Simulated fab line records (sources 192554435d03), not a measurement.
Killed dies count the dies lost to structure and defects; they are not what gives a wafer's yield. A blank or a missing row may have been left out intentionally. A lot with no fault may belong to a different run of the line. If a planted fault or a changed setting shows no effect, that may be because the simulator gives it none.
fab line records	flow n5_finfet	part 2 of 2: steps 4 to 6 of 6
[record] lots = 18	wafers = 54	last_day = 20
route steps=1938 shown SDB@368 DUMMY_REMOVAL@377 HKMG_FIN@405
lots with no fault: from the same line, run without faults
start_h: start of the lot's first displayed wafer, in hours after the record's first day	wait_h: hours since the lot's step before	" identical to the entry in the row above	L1.1+2: a row that stands for several wafers	- value missing, or start not given	* or withheld: withheld	< > ~ a bound
route shown NAME@n: NAME is a module with steps in the file, n the number in the route of the first one	usual: mean and standard deviation over wafers with no fault	same: alike in all rows	chamber/n: place in a boat	sites: readings site by site	_std_site: the standard deviation of these	_edge_site: the outer-site mean with the inner-site mean subtracted	radius_mm: for every site, how far away it sits from the centre of the wafer	mask NAME#n: copy n	behind: the last tool/chamber to shape the wafer	hold: the reason the lot was held/the length of the hold in hours/how it ended	device: the n, p or np transistor that did not switch	end of line: the tests these same wafers got at the end of their route	step lacking rows: just its recipe	killed: not the wafer's yield, but the dies lost to structure and defects at the first sort	map: a wafer's dies, x killed, . not, _ none there
set.NAME: the setting the step ran with; set.NAME@STEP: the setting that earlier step ran with	model.NAME: the simulator's own value behind a step, which no gauge read
steps of the route over a sample of lots; a table a step, a row a wafer
services: from which hour (start_h, from the record's first day; less than 0 if before it) a tool's chamber was out of use, for how many hours, and why
[[steps]]
[step N5_DUMMY_REMOVAL_STRIP_10]
[recipe] chemistry = N2/H2	time_s = 40	power_w = 100	temp_c = 40	pressure_mtorr = 100	rf_frequency_hz = 6e+07	bias_power_w = 3	n2_flow_sccm = 300	h2_flow_sccm = 300
[usual] chamber_pressure_mTorr = 100.01/0.093	drypump_motor_current_A = 5.9/0.37	h2_flow_sccm = 300.1/0.87	oes_product_au = 0.80/0.092	rf_vpp_V = 45.2/0.92	showerhead_plenum_p_Torr = 3.38/0.12	throttle_valve_pct = 12.23/0.28
lot.wafer	tool	chamber	start_h	wait_h	chamber_pressure_mTorr	drypump_motor_current_A	h2_flow_sccm	oes_product_au	rf_hours_counter_h	rf_vpp_V	showerhead_plenum_p_Torr	throttle_valve_pct
L074.1	rie_diel-04	3	68.21	0.0	100.02	5.2	300.5	1.00	0	45.2	3.46	11.99
L074.5	"	3	"	"	100.06	5.2	300.9	1.00	-	44.5	3.46	11.99
L074.6	"	0	"	"	99.93	5.7	301.0	0.79	-	45.8	3.39	12.01
L075.3	rie_diel-01	2	75.74	0.0	100.17	6.1	298.6	0.70	223	44.6	3.49	12.43
L075.4	"	3	"	"	99.84	6.3	300.2	0.82	120	47.5	3.54	12.41
L075.6	"	2	"	"	100.00	6.1	300.4	0.71	-	44.9	3.49	12.43
L076.1	rie_diel-01	1	81.23	0.0	100.10	6.1	299.5	0.82	80	45.1	3.29	12.15
L076.5	"	3	"	"	100.05	6.4	301.4	0.82	-	44.2	3.54	12.39
L076.6	"	0	"	"	99.86	6.1	299.0	0.84	-	44.4	3.17	12.31
L077.2	rie_diel-04	1	88.30	0.0	100.02	6.4	300.6	0.72	220	45.5	3.46	12.71
L077.3	"	3	"	"	100.02	5.2	300.2	0.96	8	46.1	3.46	12.01
L077.6	"	1	"	"	100.06	6.4	299.3	0.72	-	44.3	3.46	12.72
L078.1	rie_diel-01	2	97.85	0.0	99.94	6.1	299.6	0.69	229	44.4	3.48	12.45
L078.2	"	0	"	"	99.99	6.1	300.4	0.83	73	43.7	3.16	12.32
L078.4	"	3	"	"	100.02	6.4	297.8	0.81	127	46.2	3.54	12.40
L079.4	rie_diel-06	3	100.42	0.0	100.12	6.3	300.0	0.81	-	44.4	3.13	11.84
L079.5	"	0	"	"	99.87	5.9	301.3	0.69	-	46.4	3.32	12.16
L079.6	"	2	"	"	99.95	5.2	300.6	0.67	-	44.0	3.48	12.26
L081.2	rie_diel-01	0	110.90	0.0	99.94	6.1	299.7	0.83	77	44.8	3.16	12.35
L081.5	"	1	"	"	100.06	6.1	300.6	0.81	-	44.2	3.29	12.19
L081.6	"	2	"	"	100.15	6.1	300.0	0.70	-	44.7	3.48	12.46
L083.1	rie_diel-04	1	125.49	0.0	99.98	6.3	301.4	0.70	235	45.2	3.46	12.76
L083.4	"	0	"	"	99.98	5.7	299.7	0.76	135	45.4	3.38	12.06
L083.5	"	1	"	"	100.08	6.3	300.8	0.71	-	48.1	3.46	12.77
L084.2	rie_diel-04	3	135.14	0.0	100.03	5.3	298.8	0.93	24	44.4	3.45	12.07
L084.3	"	0	"	"	99.99	5.7	299.8	0.77	138	44.2	3.38	12.07
L084.6	"	1	"	"	100.04	6.4	300.0	0.71	-	44.5	3.45	12.77
L087.1	rie_diel-06	0	152.86	0.0	100.02	5.9	299.9	0.94	4	45.6	3.32	11.56
L087.2	"	3	"	"	100.05	6.3	300.8	0.79	111	46.1	3.12	11.88
L087.3	"	1	"	"	99.98	5.8	300.5	0.70	216	45.8	3.47	12.21
L086.3	rie_diel-06	0	153.19	0.0	99.92	5.9	301.1	0.94	4	45.8	3.32	11.56
L086.4	"	3	"	"	100.08	6.3	300.3	0.80	111	45.5	3.12	11.89
L086.5	"	1	"	"	100.04	5.7	300.7	0.70	-	45.8	3.47	12.19
L090.1	rie_diel-04	0	165.46	0.0	99.86	5.7	300.6	0.74	147	45.0	3.38	12.12
L090.4	"	1	"	"	100.05	6.4	299.9	0.70	247	46.3	3.45	12.78
L090.5	"	3	"	"	100.11	5.3	299.6	0.89	-	44.2	3.45	12.07
L092.2	rie_diel-04	0	180.21	0.0	100.10	5.7	300.4	0.75	151	44.7	3.37	12.13
L092.5	"	1	"	"	100.07	6.4	298.6	0.69	-	45.9	3.45	12.80
L092.6	"	2	"	"	100.23	5.9	301.9	0.91	-	44.6	3.31	11.97
L093.1	rie_diel-01	3	189.51	0.0	100.08	6.3	301.4	0.78	155	46.0	3.52	12.48
L093.3	"	0	"	"	100.01	6.1	300.7	0.80	101	43.7	3.15	12.41
L093.4	"	1	"	"	99.80	6.1	299.8	0.79	-	44.7	3.27	12.26
L094.1	rie_diel-01	1	194.96	0.0	100.12	6.2	300.0	0.79	115	45.8	3.27	12.24
L094.4	"	0	"	"	100.16	6.1	302.0	0.80	103	44.5	3.15	12.41
L094.6	"	0	"	"	100.01	6.1	300.6	0.80	-	44.4	3.15	12.41
L095.1	rie_diel-01	1	199.00	0.0	99.84	6.1	299.4	0.78	116	45.8	3.27	12.25
L095.4	"	3	"	"	100.07	6.3	299.7	0.78	158	45.8	3.52	12.49
L095.6	"	1	"	"	100.13	6.1	299.5	0.78	-	44.0	3.27	12.25
L096.3	rie_diel-01	1	202.06	0.0	99.99	6.1	299.3	0.78	117	45.9	3.27	12.26
L096.4	"	3	"	"	100.05	6.3	300.4	0.78	159	46.2	3.52	12.47
L096.5	"	1	"	"	100.09	6.1	300.3	0.79	-	44.0	3.27	12.25
L097.3	rie_diel-01	3	212.73	0.0	100.13	6.3	300.2	0.77	163	44.6	3.52	12.50
L097.4	"	1	"	"	99.98	6.1	299.4	0.78	121	46.7	3.27	12.27
L097.6	"	2	"	"	100.03	6.1	298.5	0.95	-	43.7	3.47	11.89
[step N5_HKMG_FIN_STRIP_57]
[recipe] chemistry = CF4	resist = SiARC	power_w = 300	bias_power_w = 75	pressure_mtorr = 50	cf4_flow_sccm = 150	rf_frequency_hz = 6e+07
[usual] chamber_pressure_mTorr = 50.00/0.05	drypump_motor_current_A = 5.8/0.58	oes_product_au = 0.78/0.088	rf_vpp_V = 270.7/1.6	showerhead_plenum_p_Torr = 1.77/0.064	throttle_valve_pct = 13.49/0.21
lot.wafer	tool	chamber	start_h	wait_h	chamber_pressure_mTorr	drypump_motor_current_A	oes_product_au	rf_hours_counter_h	rf_vpp_V	showerhead_plenum_p_Torr	throttle_valve_pct
L074.1	rie_diel-03	0	70.00	0.0	49.94	5.0	0.72	169	270.3	1.78	13.32
L074.5	"	0	"	"	50.01	5.0	0.73	-	271.4	1.78	13.33
L074.6	"	3	"	"	50.04	5.9	0.68	-	269.9	1.69	13.59
L075.3	rie_diel-03	2	78.10	0.0	50.01	5.7	0.67	227	270.3	1.70	13.82
L075.4	"	0	"	"	50.03	5.0	0.74	172	271.7	1.78	13.33
L075.6	"	0	"	"	49.96	5.0	0.73	-	270.5	1.78	13.33
L076.1	rie_diel-05	3	83.27	0.0	50.06	5.3	0.75	155	272.6	1.79	13.32
L076.5	"	2	"	"	50.07	5.8	0.87	-	270.8	1.81	13.09
L076.6	"	3	"	"	49.94	5.3	0.75	-	270.4	1.79	13.31
L077.2	rie_diel-03	2	90.23	0.0	49.90	5.7	0.67	231	269.2	1.70	13.82
L077.3	"	3	"	"	49.99	6.0	0.68	220	270.3	1.69	13.58
L077.6	"	1	"	"	50.02	6.3	0.91	-	270.3	1.76	13.60
L078.1	rie_diel-03	2	99.62	0.0	50.03	5.7	0.67	234	268.9	1.70	13.82
L078.2	"	0	"	"	50.06	5.0	0.72	181	271.5	1.78	13.35
L078.4	"	1	"	"	50.04	6.3	0.91	22	269.3	1.76	13.61
L079.4	rie_diel-03	0	102.23	0.0	50.05	5.0	0.72	183	270.5	1.78	13.37
L079.5	"	3	"	"	49.92	5.9	0.68	-	268.3	1.69	13.60
L079.6	"	0	"	"	50.03	5.0	0.72	-	270.6	1.78	13.38
L081.2	rie_diel-02	2	113.19	0.0	49.97	6.5	0.78	124	269.2	1.71	13.43
L081.5	"	2	"	"	50.01	6.5	0.78	-	269.7	1.71	13.43
L081.6	"	1	"	"	50.00	5.6	0.95	-	270.3	1.77	13.13
L083.1	rie_diel-02	2	127.52	0.0	49.98	6.5	0.78	129	269.4	1.71	13.43
L083.4	"	1	"	"	50.00	5.6	0.92	10	270.9	1.77	13.15
L083.5	"	3	"	"	50.00	6.8	0.82	-	272.9	1.88	13.50
L084.2	rie_diel-05	1	136.85	0.0	50.02	5.1	0.72	195	271.6	1.77	13.43
L084.3	"	3	"	"	50.11	5.3	0.73	171	270.6	1.79	13.37
L084.6	"	3	"	"	49.99	5.3	0.74	-	269.8	1.79	13.38
L087.1	rie_diel-05	1	154.88	0.0	49.94	5.2	0.72	202	269.3	1.77	13.48
L087.2	"	0	"	"	50.05	6.4	0.70	236	268.1	1.70	14.10
L087.3	"	2	"	"	50.02	5.8	0.84	62	271.4	1.81	13.16
L086.3	rie_diel-03	1	155.09	0.0	49.95	6.3	0.86	39	269.6	1.75	13.63
L086.4	"	0	"	"	49.98	5.0	0.71	200	270.8	1.77	13.41
L086.5	"	1	"	"	50.05	6.3	0.86	-	270.7	1.75	13.64
L090.1	rie_diel-03	3	167.39	0.0	50.02	5.9	0.66	247	269.1	1.68	13.66
L090.4	"	1	"	"	50.15	6.3	0.86	-	272.1	1.75	13.66
L090.5	"	0	"	"	50.04	5.0	0.70	-	269.5	1.77	13.41
L092.2	rie_diel-02	3	182.10	0.0	50.07	6.8	0.80	74	273.9	1.87	13.57
L092.5	"	2	"	"	50.02	6.5	0.76	-	268.6	1.71	13.48
L092.6	"	1	"	"	49.98	5.6	0.89	-	269.9	1.76	13.18
L093.1	rie_diel-03	0	191.32	0.0	50.02	5.0	0.70	218	271.1	1.77	13.42
L093.3	"	1	"	"	49.97	6.3	0.85	55	269.0	1.75	13.67
L093.4	"	2	"	"	50.02	5.7	0.97	-	274.4	1.90	13.31
L094.1	rie_diel-02	2	196.81	0.0	50.01	6.5	0.75	155	270.2	1.71	13.49
L094.4	"	0	"	"	50.03	5.3	0.84	44	272.4	1.89	13.52
L094.6	"	0	"	"	49.98	5.3	0.84	-	272.8	1.89	13.51
L095.1	rie_diel-03	2	201.56	0.0	49.97	5.8	0.95	10	273.5	1.90	13.32
L095.4	"	0	"	"	49.95	5.0	0.69	-	269.3	1.77	13.43
L095.6	"	1	"	"	49.91	6.3	0.84	-	269.6	1.75	13.68
L096.3	rie_diel-05	3	204.10	0.0	49.99	5.3	0.72	195	271.3	1.78	13.43
L096.4	"	2	"	"	50.08	5.8	0.81	-	272.0	1.80	13.19
L096.5	"	1	"	"	49.96	5.1	0.70	-	269.6	1.76	13.50
L097.3	rie_diel-02	3	214.66	0.0	49.97	6.8	0.79	85	273.0	1.87	13.58
L097.4	"	1	"	"	49.97	5.6	0.87	38	268.9	1.76	13.21
L097.6	"	2	"	"	49.98	6.5	0.75	-	270.4	1.70	13.51
[step N5_HKMG_FIN_STRIP_60]
[recipe] chemistry = N2/H2	power_w = 2500	temp_c = 300	h2_frac = 0.65	time_s = 360	pressure_mtorr = withheld	n2_flow_sccm = 1750	h2_flow_sccm = 3250
[usual] drypump_motor_current_A = 5.6/0.56	h2_flow_sccm = 3249/9.8	heater_power_w = 449/30
lot.wafer	tool	chamber	start_h	wait_h	drypump_motor_current_A	h2_flow_sccm	heater_power_w	rf_hours_counter_h
L074.1	plasma_asher-01	0	70.60	0.0	5.6	3250	446	83
L074.5	"	0	"	"	5.5	3243	457	-
L074.6	"	1	"	"	6.3	3264	413	-
L075.3	plasma_asher-01	0	78.82	0.2	5.5	3260	456	-
L075.4	"	1	"	"	6.3	3250	412	-
L075.6	"	0	"	"	5.5	3256	450	-
L076.1	plasma_asher-01	0	83.95	0.0	5.5	3247	450	87
L076.5	"	0	"	"	5.5	3243	466	-
L076.6	"	1	"	"	6.3	3240	408	-
L077.2	plasma_asher-02	0	90.83	0.0	5.6	3272	449	38
L077.3	"	1	"	"	4.6	3244	497	-
L077.6	"	1	"	"	4.6	3272	510	-
L078.1	plasma_asher-02	1	100.22	0.0	4.6	3245	501	40
L078.2	"	0	"	"	5.6	3241	450	40
L078.4	"	0	"	"	5.6	3243	449	-
L079.4	plasma_asher-01	0	102.95	0.1	5.5	3250	460	-
L079.5	"	1	"	"	6.3	3231	409	-
L079.6	"	0	"	"	5.5	3245	447	-
L081.2	plasma_asher-02	0	113.79	0.0	5.6	3259	460	43
L081.5	"	0	"	"	5.6	3258	456	-
L081.6	"	1	"	"	4.6	3242	495	-
L083.1	plasma_asher-01	1	128.11	0.0	6.3	3239	411	95
L083.4	"	0	"	"	5.5	3251	452	-
L083.5	"	0	"	"	5.5	3238	462	-
L084.2	plasma_asher-02	1	137.45	0.0	4.6	3257	516	47
L084.3	"	0	"	"	5.6	3250	468	-
L084.6	"	1	"	"	4.6	3241	517	-
L087.1	plasma_asher-02	1	155.48	0.0	4.6	3250	499	49
L087.2	"	0	"	"	5.6	3256	459	49
L087.3	"	0	"	"	5.6	3265	456	-
L086.3	plasma_asher-01	0	155.80	0.1	5.5	3248	467	-
L086.4	"	1	"	"	6.3	3247	418	-
L086.5	"	0	"	"	5.5	3249	459	-
L090.1	plasma_asher-01	0	168.03	0.0	5.5	3253	441	103
L090.4	"	1	"	"	6.3	3241	424	-
L090.5	"	0	"	"	5.5	3249	454	-
L092.2	plasma_asher-01	1	182.74	0.0	6.3	3256	409	106
L092.5	"	0	"	"	5.5	3257	466	-
L092.6	"	1	"	"	6.3	3264	417	-
L093.1	plasma_asher-01	1	191.92	0.0	6.3	3248	407	108
L093.3	"	1	"	"	6.3	3249	414	-
L093.4	"	0	"	"	5.5	3254	461	-
L094.1	plasma_asher-01	1	197.40	0.0	6.3	3267	410	109
L094.4	"	0	"	"	5.5	3239	445	-
L094.6	"	0	"	"	5.5	3217	466	-
L095.1	plasma_asher-02	1	202.15	0.0	4.6	3255	517	59
L095.4	"	1	"	"	4.6	3250	515	-
L095.6	"	0	"	"	5.6	3244	453	-
L096.3	plasma_asher-01	0	204.81	0.1	5.5	3252	461	-
L096.4	"	1	"	"	6.2	3244	413	-
L096.5	"	1	"	"	6.2	3252	421	-
L097.3	plasma_asher-01	1	215.37	0.1	6.3	3235	414	-
L097.4	"	0	"	"	5.5	3227	458	-
L097.6	"	1	"	"	6.2	3242	416	-
[[services]]
tool	chamber	start_h	hours	kind
rie_diel-05	0	42.29	10.2	repair
rie_diel-03	1	47.80	6.4	repair
cmp-02	-	52.18	7.7	pm
rie_diel-02	3	56.63	1.3	repair
cmp-02	-	63.25	0.2	repair
cmp-01	-	92.26	4.0	pm
rie_diel-03	2	92.46	1.3	repair
rie_diel-06	1	98.68	2.0	repair
cmp-03	-	107.57	1.3	repair
cmp-03	-	115.41	0.8	repair
cmp-02	-	127.43	5.4	pm
cmp-01	-	128.48	2.6	repair
cmp-02	-	133.88	3.1	repair
cmp-03	-	144.65	4.0	pm
rie_diel-03	-	145.13	5.1	repair
plasma_asher-02	-	146.01	4.5	repair
rie_diel-04	-	151.51	2.8	pm
rie_diel-05	-	153.20	0.2	repair
rie_diel-01	0	166.24	2.4	repair
cmp-02	-	166.33	0.5	repair
rie_diel-02	1	172.00	5.8	repair
rie_diel-03	3	172.89	20.0	repair
rie_diel-04	1	188.60	8.5	repair
rie_diel-06	1	193.88	1.5	repair
